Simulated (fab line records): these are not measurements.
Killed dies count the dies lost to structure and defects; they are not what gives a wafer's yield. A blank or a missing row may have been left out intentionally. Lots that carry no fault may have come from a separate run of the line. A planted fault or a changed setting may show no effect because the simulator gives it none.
Comparing a struck lot with a sound one -- flow nand harc -- 15 out of 1159 route steps
Sound: wafers L624.2, L624.4, L624.5. Struck: wafer L633.5. (L633.4, L633.6 of the same lot were not struck and are left out.) The cause comes at the end.
Each step with rows lists, per side, the tool, then ch with its chambers, then its first start. Under that, the readings that differ: sound wafers -- struck wafers -- difference of the means -- sigmas: that difference in standard deviations of wafers without a fault.
alike: readings with means less than 2 such deviations apart, plus words and numbers identical on both sides. not compared: withheld readings, readings lacking a value on some wafer, bounds such as >300 that could conceal the same value, and numbers that have no deviation in the record and whose values overlap.
Wherever a step has rows on one side only, a row that says differs or no value, or a row with sigmas, the two part there. Non-overlapping numbers with no deviation appear without sigmas and do not part them. A reading that every wafer of one side lacks parts them only if that side has two wafers or more.

first, 7 steps without rows for these wafers: NHARC_P_BONDPAD_COAT_36 (time 65 s); NHARC_P_BONDPAD_COAT_03 (resist thk 600 nm); NHARC_P_BONDPAD_SOFTBAKE_04 (time 70 s); NHARC_P_BONDPAD_EBR_05; NHARC_P_BONDPAD_EXPOSE_06 (exposes mask P BPAD); NHARC_P_BONDPAD_PEB_07 (peb time 80 s); NHARC_P_BONDPAD_DEVELOP_08 (time 50 s).
NHARC_P_BONDPAD_CD_MEAS_09: the cd target is 500 nm.
  sound on cd sem-03 ch 0, day 6 22:19; struck on cd sem-01 ch 0, day 8 18:05
  alike: cd nm
NHARC_P_BONDPAD_OVL_MEAS_38:
  sound: overlay-01 at day 6 22:23; struck: overlay-01 at day 8 18:10
  alike: overlay x nm, overlay y nm
then, 1 step without rows for these wafers: NHARC_P_BONDPAD_HARDBAKE_10 (time 65 s).
NHARC_P_BONDPAD_DESCUM_11: chemistry O2, time 3 s.
  sound on rie diel-11 ch 1,3, day 6 22:32; struck on rie diel-04 ch 0, day 8 18:19
reading,sound,struck,difference,sigmas
showerhead plenum p Torr (Torr),1.97 1.90 1.90,1.78,-0.14,-2
  alike: drypump motor current A, o2 flow sccm, oes product au, rf vpp V, throttle valve pct
  not compared: rf hours counter h
NHARC_P_BONDPAD_ETCH_37: etches the open film in N2/H2, target depth 60 nm, overetch 18 nm, time 65.91 s.
  sound on rie diel-11 ch 0,1, day 6 22:36; struck on rie diel-04 ch 1, day 8 18:34
  alike: drypump motor current A, oes product au, rf fwd power W, rf vpp V, showerhead plenum p Torr, throttle valve pct
  not compared: rf hours counter h
NHARC_P_BONDPAD_ETCH_12: etches the open film in CHF3/O2, target depth 200 nm, time 100 s.
  sound on rie diel-11 ch 0,2,3, day 6 22:41; struck on rie diel-04 ch 0, day 8 18:40
reading,sound,struck,difference,sigmas
oes product au (a.u.),0.936 0.919 0.942,1.166,+0.234,+12
rf fwd power W (W),497.8 494.3 497.8,698.0,+201.4,+99 or more
  alike: drypump motor current A, o2 flow sccm, rf vpp V, showerhead plenum p Torr, throttle valve pct
  not compared: rf hours counter h
NHARC_P_BONDPAD_CD_MEAS_13:
  sound: cd sem-03 at day 6 22:50; struck: cd sem-02 at day 8 18:47
  alike: cd nm
following that, these wafers have no rows for 1 step: NHARC_END_SORT_01.

## WHERE THEY PART
First at NHARC_P_BONDPAD_DESCUM_11; last, within this record, at NHARC_P_BONDPAD_ETCH_12. Later steps at which nothing parts them and some readings are alike: NHARC_P_BONDPAD_CD_MEAS_13.

WHY: what had been put in by the simulator
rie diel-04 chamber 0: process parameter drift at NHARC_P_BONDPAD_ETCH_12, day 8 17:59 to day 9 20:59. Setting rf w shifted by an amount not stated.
